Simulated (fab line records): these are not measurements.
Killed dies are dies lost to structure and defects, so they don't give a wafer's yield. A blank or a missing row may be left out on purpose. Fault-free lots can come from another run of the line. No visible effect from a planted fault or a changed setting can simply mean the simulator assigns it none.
Chamber matching | flow n5_finfet | N5_BEOL_M2_ALD_98 on ald_sin-04 has 4 sister chambers
The step deposits SiO2, target thk 2.5 nm, pulse time 1 s, co reactant pulse time 1 s. 14 wafers are shown with their chamber, then 7 later ones without.

## WAFERS WITH THEIR CHAMBER
wafer  | chamber | heater_power_w (W) | precursor_pulse_height_rel
L075.3 | 2       | 74                 | 0.997
L075.5 | 2       | 71                 | 0.975
L075.6 | 1       | 82                 | 0.992
L078.1 | 0       | 85                 | 1.005
L078.4 | 1       | 82                 | 0.984
L078.5 | 2       | 74                 | 0.987
L080.1 | 3       | 74                 | 0.987
L080.2 | 0       | 83                 | 1.000
L080.5 | 2       | 72                 | 1.004
L085.2 | 0       | 85                 | 0.992
L085.5 | 2       | 75                 | 1.008
L085.6 | 1       | 81                 | 1.000
L087.3 | 1       | 84                 | 1.000
L087.5 | 2       | 72                 | 1.028

SIGNATURES (means of the wafers above)
reading                    | chamber 0 | chamber 1 | chamber 2 | chamber 3 | scatter within a chamber
heater_power_w             | 84.33     | 82.25     | 73.00     | 74.00     | 1.39
precursor_pulse_height_rel | 0.99900   | 0.99400   | 0.99983   | 0.98700   | 0.0139
Rule: for each reading, subtract the chamber's mean from the wafer's reading, divide by that reading's scatter and square the result; add these up over the readings and take the root, which gives the wafer's distance from the chamber. The wafer belongs to the nearest chamber; if the next one is less than 2 further off, it can't be placed. The scatter is the square root of a quotient: the sum, over the shown wafers, of each reading's squared deviation from its chamber's mean, divided by wafers minus chambers.

## WAFERS WHOSE CHAMBER IS MISSING
wafer  | heater_power_w (W) | precursor_pulse_height_rel
L087.6 | 72                 | 1.019
L086.1 | 85                 | 0.970
L086.3 | 83                 | 1.011
L086.4 | 74                 | 1.000
L091.1 | 83                 | 1.005
L091.4 | 82                 | 0.986
L091.5 | 86                 | 0.985

## CHAMBER TAKEN BY EACH
wafer  | from the rows above     | in truth
L087.6 | can't be placed: 2 or 3 | 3
L086.1 | can't be placed: 0 or 1 | 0
L086.3 | can't be placed: 0 or 1 | 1
L086.4 | can't be placed: 2 or 3 | 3
L091.1 | can't be placed: 1 or 0 | 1
L091.4 | can't be placed: 1 or 0 | 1
L091.5 | can't be placed: 0 or 1 | 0
Correct placement for 0 of the 7. Not placeable from these rows: 7 (in 7, the candidates include the true chamber). Number placed wrongly: 0.
